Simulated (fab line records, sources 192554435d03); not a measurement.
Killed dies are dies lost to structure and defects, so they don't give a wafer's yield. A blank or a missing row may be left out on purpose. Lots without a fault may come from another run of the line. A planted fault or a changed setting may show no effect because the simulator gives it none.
fab line records | flow n5_finfet
record lots=6 wafers=18 last_day=18
route steps=1938 shown BEOL_M5@1112
lots that met no fault: from a run of the same line without faults
start_h: hours from the record's first day to the start of the lot's first wafer shown | wait_h: hours since the lot's step before | " the same as in the row above | L1.1+2: a row that stands for several wafers | - no value, or no start given | * or withheld: withheld | < > ~ a bound
route shown NAME@n: a module of which the file shows steps, and the number in the route of the first | usual: mean/standard deviation of fault-free wafers | same: alike in all rows | chamber/n: place in a boat | sites: the reading at each site | _std_site: their standard deviation | _edge_site: outer sites' mean less inner sites' | radius_mm: how far each site lies from the wafer's centre | mask NAME#n: copy n | behind: the tool/chamber that last shaped the wafer | hold: why the lot was held/for how many hours/how that ended | device: the transistor (n, p or np) that didn't switch | end of line: the same wafers' tests at the end of the route | a step without rows: its recipe alone | killed: dies lost to structure and defects at the first sort, not the wafer's yield | map: a wafer's dies, x killed, . not, _ none there
set.NAME: the setting as run; set.NAME@STEP: as run at that earlier step | model.NAME: the simulator's own value behind a step, which no gauge read
lots at some steps of the route; a table a step, a row a wafer
services: from which hour (start_h, from the record's first day; less than 0 if before it) a tool's chamber was out of use, for how many hours, and why
## steps
# step N5_BEOL_M5_ILD_DEP_00
# recipe material=SiCOH_lowk target_thk_a=1406.4 temp_c=300 precursor=DEMS/porogen pressure_torr=5 rf_w=500 time_s=25.9
# usual heater_power_w=320/56 showerhead_plenum_p_Torr=5.737/0.012 showerhead_vpp_V=1411/80 throttle_valve_pct=14.0/0.95
# columns lot.wafer tool chamber start_h wait_h heater_power_w showerhead_plenum_p_Torr showerhead_vpp_V throttle_valve_pct
L950.1 pecvd-01 2 207.18 0.8 469 5.719 1457 13.3
L950.2 " 1 " " 283 5.758 1346 14.1
L950.5 " 0 " " 318 5.727 1271 13.4
L952.2 pecvd-04 1 215.98 0.7 330 5.749 1489 13.3
L952.4 " 0 " " 332 5.752 1471 15.8
L952.6 " 2 " " 299 5.729 1468 13.6
L953.2 pecvd-04 2 225.84 0.7 255 5.729 1484 13.4
L953.3 " 1 " " 387 5.739 1437 13.0
L953.5 " 2 " " 265 5.723 1436 13.5
L961.3 pecvd-04 1 267.29 0.5 344 5.751 1479 13.2
L961.5 " 1 " " 341 5.746 1486 13.3
L961.6 " 2 " " 263 5.722 1445 13.4
L963.2 pecvd-04 2 288.20 0.7 280 5.734 1436 13.4
L963.3 " 0 " " 314 5.744 1487 15.9
L963.5 " 2 " " 290 5.730 1462 13.1
L967.1 pecvd-04 1 310.19 0.8 335 5.737 1485 13.2
L967.4 " 0 " " 301 5.746 1467 15.9
L967.5 " 1 " " 336 5.741 1471 13.3
# step N5_BEOL_M5_CURE_79
# recipe temp_c=385 time_s=240 ambient=He/Ar material=SiCOH_lowk
# usual lamp_power_pct=52.31/0.055 wafer_temp_C_max=386.6/0.54
# columns lot.wafer tool chamber start_h wait_h lamp_power_pct wafer_temp_C_max
L950.1 uv_cure-03 0 207.24 0.0 52.31 386.8
L950.2 " 0 " " 52.27 386.3
L950.5 " 0 " " 52.28 387.0
L952.2 uv_cure-01 1 216.12 0.1 52.31 385.4
L952.4 " 1 " " 52.36 385.7
L952.6 " 1 " " 52.34 386.2
L953.2 uv_cure-01 1 225.98 0.1 52.43 385.9
L953.3 " 1 " " 52.35 385.7
L953.5 " 1 " " 52.25 386.5
L961.3 uv_cure-03 1 267.51 0.2 52.20 387.0
L961.5 " 1 " " 52.27 387.0
L961.6 " 1 " " 52.28 386.4
L963.2 uv_cure-03 2 288.34 0.1 52.33 386.1
L963.3 " 2 " " 52.35 386.8
L963.5 " 2 " " 52.32 386.5
L967.1 uv_cure-02 0 310.40 0.2 52.32 386.6
L967.4 " 0 " " 52.30 386.4
L967.5 " 0 " " 52.29 386.9
# step N5_BEOL_M5_THK_MEAS_01
# recipe reads=SiCOH_lowk_of_BEOL_M5_ILD_DEP_00
# usual M5_ILD_THK=121.2/1.5
# columns lot.wafer tool chamber start_h wait_h M5_ILD_THK[nm]
L950.1 film_metro-01 - 207.75 0.4 123.5
L950.2 " - " " 122.0
L950.5 " - " " 125.9
L952.2 film_metro-01 - 216.55 0.4 119.1
L952.4 " - " " 121.4
L952.6 " - " " 123.3
L953.2 film_metro-01 - 226.41 0.4 120.3
L953.3 " - " " 119.1
L953.5 " - " " 122.4
L961.3 film_metro-01 - 267.86 0.3 119.9
L961.5 " - " " 121.1
L961.6 " - " " 121.5
L963.2 film_metro-02 - 288.77 0.4 121.6
L963.3 " - " " 120.2
L963.5 " - " " 123.8
L967.1 film_metro-02 - 310.91 0.4 117.8
L967.4 " - " " 121.8
L967.5 " - " " 120.4
# step N5_BEOL_M5_PECVD_70
# recipe material=SiO2 target_thk_a=160 temp_c=400 precursor=TEOS/O2 pressure_torr=5.5 rf_w=450 teos_flow_sccm=53.8 gas=O2 flow_sccm=3000 time_s=18
# usual heater_power_w=738/110 showerhead_plenum_p_Torr=8.77/0.039 showerhead_vpp_V=1299/85 throttle_valve_pct=22.6/1.3
# columns lot.wafer tool chamber start_h wait_h heater_power_w showerhead_plenum_p_Torr showerhead_vpp_V throttle_valve_pct
L950.1 pecvd-01 2 207.79 0.0 824 8.77 1388 21.8
L950.2 " 0 " " 667 8.77 1225 21.7
L950.5 " 0 " " 670 8.76 1202 21.8
L952.2 pecvd-04 1 216.61 0.1 757 8.79 1414 21.6
L952.4 " 2 " " 630 8.72 1364 21.7
L952.6 " 0 " " 737 8.80 1357 25.3
L953.2 pecvd-01 0 226.45 0.0 579 8.77 1214 21.5
L953.3 " 2 " " 901 8.75 1363 21.6
L953.5 " 1 " " 737 8.82 1278 22.9
L961.3 pecvd-04 2 267.90 0.0 617 8.72 1380 21.7
L961.5 " 1 " " 829 8.81 1399 21.3
L961.6 " 2 " " 629 8.76 1374 21.8
L963.2 pecvd-04 1 288.81 0.0 824 8.82 1411 21.1
L963.3 " 2 " " 568 8.74 1352 21.9
L963.5 " 0 " " 709 8.77 1392 25.1
L967.1 pecvd-02 1 310.95 0.0 702 8.70 1154 23.5
L967.4 " 1 " " 717 8.71 1145 23.4
L967.5 " 2 " " 697 8.78 1292 22.5
# step N5_BEOL_M5_HM_DEP_02
# recipe material=TiN target_thk_a=200 temp_c=25 chamber_pressure_pa=0.49996
# usual chamber_pressure_pa=0.4999/0.0011 substrate_temp_c=24.99/0.099 throttle_valve_pct=30.1/1.1
# columns lot.wafer tool chamber start_h wait_h chamber_pressure_pa substrate_temp_c throttle_valve_pct
L950.1 pvd_sputter-01 - 210.05 2.2 0.5011 24.92 31.9
L950.2 " - " " 0.4989 24.81 29.4
L950.5 " - " " 0.4997 25.11 29.8
L952.2 pvd_sputter-02 - 217.99 1.4 0.5018 24.99 28.4
L952.4 " - " " 0.4994 24.85 31.2
L952.6 " - " " 0.4998 25.02 29.4
L953.2 pvd_sputter-01 - 226.55 0.1 0.4995 24.96 29.8
L953.3 " - " " 0.5004 24.78 29.6
L953.5 " - " " 0.4995 25.05 32.0
L961.3 pvd_sputter-03 - 270.24 2.3 0.4992 24.89 30.0
L961.5 " - " " 0.4989 25.07 31.4
L961.6 " - " " 0.4988 25.15 30.0
L963.2 pvd_sputter-03 - 289.78 1.0 0.5010 25.12 28.4
L963.3 " - " " 0.4989 24.96 30.0
L963.5 " - " " 0.4997 25.00 30.1
L967.1 pvd_sputter-01 - 311.63 0.7 0.4993 24.95 31.9
L967.4 " - " " 0.5013 24.90 29.7
L967.5 " - " " 0.5007 24.95 29.7
# step N5_BEOL_M5_COAT_59
# recipe resist=SOC temp_c=250 time_s=60 spin_rpm=1500 resist_thk_nm=60
# step N5_BEOL_M5_COAT_60
# recipe resist=SiARC temp_c=220 time_s=60 spin_rpm=1500 resist_thk_nm=12
# step N5_BEOL_M5_COAT_71
# recipe resist=underlayer temp_c=205 time_s=60 spin_rpm=1500 resist_thk_nm=5
# step N5_BEOL_M5_COAT_05
# recipe resist=CAR-EUV spin_rpm=1500 resist_thk_nm=30
# step N5_BEOL_M5_EBR_07
# recipe solvent=PGMEA ebr_width_mm=1.5
# step N5_BEOL_M5_SOFTBAKE_06
# recipe temp_c=110 time_s=60 resist=CAR-EUV
# step N5_BEOL_M5_EXPOSE_08
# recipe mask_id=M5 na=0.33 source_shape=annular sigma_inner=0.4 sigma_outer=0.8 polarization=unpolarized target_cd_nm=28 dose_mj=35.75
# step N5_BEOL_M5_PEB_09
# recipe peb_temp_c=100 peb_time_s=60 resist=CAR-EUV
# usual chill_plate_temp_C=23.00/0.087 exhaust_pa=45.1/1 heater_power_total_W=154.0/1
# columns lot.wafer tool chamber start_h wait_h chill_plate_temp_C exhaust_pa heater_power_total_W
L950.1 litho_track-03 0 210.37 0.1 23.17 43.7 154.8
L950.2 " 0 " " 23.07 44.6 155.7
L950.5 " 0 " " 22.95 46.4 154.9
L952.2 litho_track-01 - 218.31 0.0 - - -
L952.4 " - " " - - -
L952.6 " - " " - - -
L953.2 litho_track-04 - 226.87 0.0 - - -
L953.3 " - " " - - -
L953.5 " - " " - - -
L961.3 litho_track-03 0 270.58 0.0 23.01 43.9 155.1
L961.5 " 0 " " 22.90 44.6 154.7
L961.6 " 0 " " 22.82 43.9 153.0
L963.2 litho_track-03 0 290.23 0.0 23.01 46.0 155.0
L963.3 " 0 " " 22.90 46.3 155.0
L963.5 " 0 " " 22.99 44.1 155.5
L967.1 litho_track-01 0 311.95 0.1 23.02 45.9 152.7
L967.4 " 0 " " 22.85 44.4 152.5
L967.5 " 0 " " 23.06 43.5 153.6
# step N5_BEOL_M5_DEVELOP_10
# recipe develop_time_s=30 developer=TMAH resist=CAR-EUV rinse_liquid=surfactant_rinse dry=air_spin dev_temp_c=23
## services
# columns tool chamber start_h hours kind
pecvd-02 0 197.30 2.1 scheduled_down
uv_cure-02 - 226.67 3.9 repair
pecvd-04 0 228.16 5.5 scheduled_down
uv_cure-02 - 260.12 44.8 repair
pvd_sputter-03 - 271.86 1.3 repair
uv_cure-01 - 273.69 22.2 pm
pecvd-04 - 300.67 1.8 repair
## key
first_sign step=N5_BEOL_M5_PEB_09 reading=tool_record direction=missing
effect none on later readings
met_at N5_BEOL_M5_PEB_09
struck_wafers L952.2,L952.4,L952.6,L953.2,L953.3,L953.5
later_rows_left_out L952.2,L952.4,L952.6,L953.2,L953.3,L953.5
sort_left_out L952.2,L952.4,L952.6,L953.2,L953.3,L953.5
fault kind=skipped_step_whole tool=litho_track-01,litho_track-04 chamber=- onset_h=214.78 steps=N5_BEOL_M5_PEB_09 scope=struck_lots_only
# sort_left_out: the simulated sort isn't trusted on such a fault, so these wafers' sort isn't shown, and their yield isn't known
# later_rows_left_out: the simulator's readings of these wafers behind a module that went badly wrong aren't trusted and aren't shown, but for the sort
